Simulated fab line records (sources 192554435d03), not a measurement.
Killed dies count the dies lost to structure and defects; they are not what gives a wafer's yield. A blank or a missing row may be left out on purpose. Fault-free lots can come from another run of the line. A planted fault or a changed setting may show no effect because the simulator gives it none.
Struck lot and sound lot, side by side -- flow n5 finfet -- 38 steps out of a route of 1938
Sound: wafers L343.2, L343.4, L343.6. Struck: wafers L334.4, L334.6. (L334.1 of the same lot was not struck and is left out.) The cause comes at the end.
Each step with rows lists, per side, the tool, then ch with its chambers, then its first start. Under that, the readings that differ: sound wafers -- struck wafers -- difference of the means -- sigmas: that difference in standard deviations of wafers without a fault.
alike: words and numbers the same on both sides, and readings whose means are apart by under 2 such deviations; not compared: readings that were withheld, readings missing a value for some wafer, numbers with overlapping values and no deviation given by the record, and bounds like >300 which may hide the same value.
The two part at a step that has a row with sigmas, a row that says differs or no value, or rows on one side only. When numbers do not overlap yet have no deviation, they are printed without sigmas and do not part them. Lack of a reading on every wafer of one side parts them only where that side has two or more wafers.

first, 12 steps without rows for these wafers: N5_BEOL_M0_ALD_136 (deposits TaN, pulse time 2 s, purge time 3 s, co reactant purge time 2 s); N5_BEOL_M0_SURFACE_TREAT_137; N5_BEOL_M0_CVD_115 (deposits Co from CCTBA/H2, time 120 s); N5_BEOL_M0_SPUTTER_116 (material Cu, target thk 4 nm, time 7.37 s); N5_BEOL_M0_ANNEAL_117 (time 60 s); N5_BEOL_M0_SPUTTER_132 (material Cu, target thk 4 nm, time 7.37 s); N5_BEOL_M0_ANNEAL_133 (time 60 s); N5_BEOL_M0_SPUTTER_134 (material Cu, target thk 4 nm, time 7.37 s); N5_BEOL_M0_ANNEAL_135 (time 60 s); N5_BEOL_M0_SPUTTER_141 (material Cu, target thk 4 nm, time 7.37 s); N5_BEOL_M0_ECD_118 (material Cu, target thk 300 nm); N5_BEOL_M0_ANNEAL_119 (time 90 s).
N5_BEOL_M0_CMP_120: polishes, stops on SiOC, t overpolish 6.9 s.
  sound on cmp-03 ch 0,3, day 11 22:06; struck on cmp-04 ch 1, day 9 10:17
reading,sound,struck,difference,sigmas
barrier field endpoint s (s),3.71 3.87 3.51,7.14 7.16,+3.45,+25
time to endpoint s (s),68 68 65,80 82,+14,+4
model.SiOC_of_BEOL_M0_SAQP_ILD_DEP_01.thk nm (nm),39.2 39.4 40.6,42.2 41.4,+2.1,
  alike: motor current A, overpolish run s
then, 4 steps without rows for these wafers: N5_BEOL_M0_PRE_CLEAN_131 (time 15 s); N5_BEOL_M0_CO_CAP_123 (material Co, precursor CCTBA/H2, target thk 2 nm, time 102.1 s); N5_BEOL_M0_PRE_CLEAN_124 (time 15 s); N5_BEOL_M0_DEP_125 (deposits SiCN from 3MS/NH3, target thk 8 nm, time 14 s).
N5_BEOL_M0_INSPECT_127: inspects for defects (darkfield).
  struck on defect inspect-02, day 9 10:52; sound on defect inspect-01, day 11 22:41
reading,sound,struck,difference,sigmas
raw defect count,102 80 56,3525 3577,+3472,+99 or more
then, 18 steps without rows for these wafers: N5_BEOL_M1_ILD_DEP_00 (deposits SiOC from DEMS/O2, target thk 79 nm, time 15.3 s); N5_BEOL_M1_PECVD_72 (deposits SiO2 from TEOS/O2, target thk 16 nm, time 18 s); N5_BEOL_M1_HM_DEP_02 (deposits TiN, target thk 20 nm); N5_BEOL_M1_COAT_61 (time 60 s, resist thk 60 nm); N5_BEOL_M1_COAT_62 (time 60 s, resist thk 12 nm); N5_BEOL_M1_COAT_73 (time 60 s, resist thk 5 nm); N5_BEOL_M1_COAT_05 (resist thk 30 nm); N5_BEOL_M1_EBR_07; N5_BEOL_M1_SOFTBAKE_06 (time 60 s); N5_BEOL_M1_EXPOSE_08 (exposes mask M1); N5_BEOL_M1_PEB_09 (peb time 60 s); N5_BEOL_M1_DEVELOP_10 (develop time 30 s); N5_BEOL_M1_DESCUM_16 (chemistry O2, time 7 s); N5_BEOL_M1_ETCH_74 (etches underlayer in N2/H2, target depth 6.5 nm, time 5.2 s); N5_BEOL_M1_ETCH_63 (etches SiARC in CF4, target depth 15.6 nm, time 26 s); N5_BEOL_M1_ETCH_64 (etches SOC in N2/H2, target depth 75 nm, overetch 15 nm, time 112.5 s); N5_BEOL_M1_STRIP_65 (strips in N2/H2); N5_BEOL_M1_STRIP_75 (strips in N2/H2).
N5_BEOL_M4_RC_MEAS_101:
  the record has rows for the sound wafers here (prober-01 ch 0, day 15 11:52) and none for the struck ones
-- a jump in the record: the struck wafers' starts before and after are 8 days apart (it breaks off in module BEOL_M4 and resumes in module PASSIVATION, where the first step shown is number 1936 of the route) --
N5_PASSIVATION_PROBE_49:
  struck on prober-01, day 17 08:11; sound on prober-02, day 20 09:08
reading,sound,struck,difference,sigmas
defect limited yield (%),92.8 94.2 93.1,0 0,-93,-62
killed_at_M0_to_M3,27 29 44,1118 1105,+1078,+98
killed at other,1 2 0,4 12,+7,+2
killed dies,85 68 82,1180 1180,+1102,+61
killed on rim,9 8 16,152 152,+141,+34
sort n pass,1095 1112 1098,0 0,-1102,-61
sort yield pct (%),92.8 94.2 93.1,0 0,-93,-62
  alike: killed_at_M4_up, killed at contacts, killed at front end, killed open, killed short, sort_bin_5_function, sort_bin_6_memory

WHERE THEY PART
At N5_BEOL_M0_CMP_120 first; at N5_PASSIVATION_PROBE_49 last (within this record only).

WHY: whatever the simulator had introduced
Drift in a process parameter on cmp-04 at N5_BEOL_M0_CMP_120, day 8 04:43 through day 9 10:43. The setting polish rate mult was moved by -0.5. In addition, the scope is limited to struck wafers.
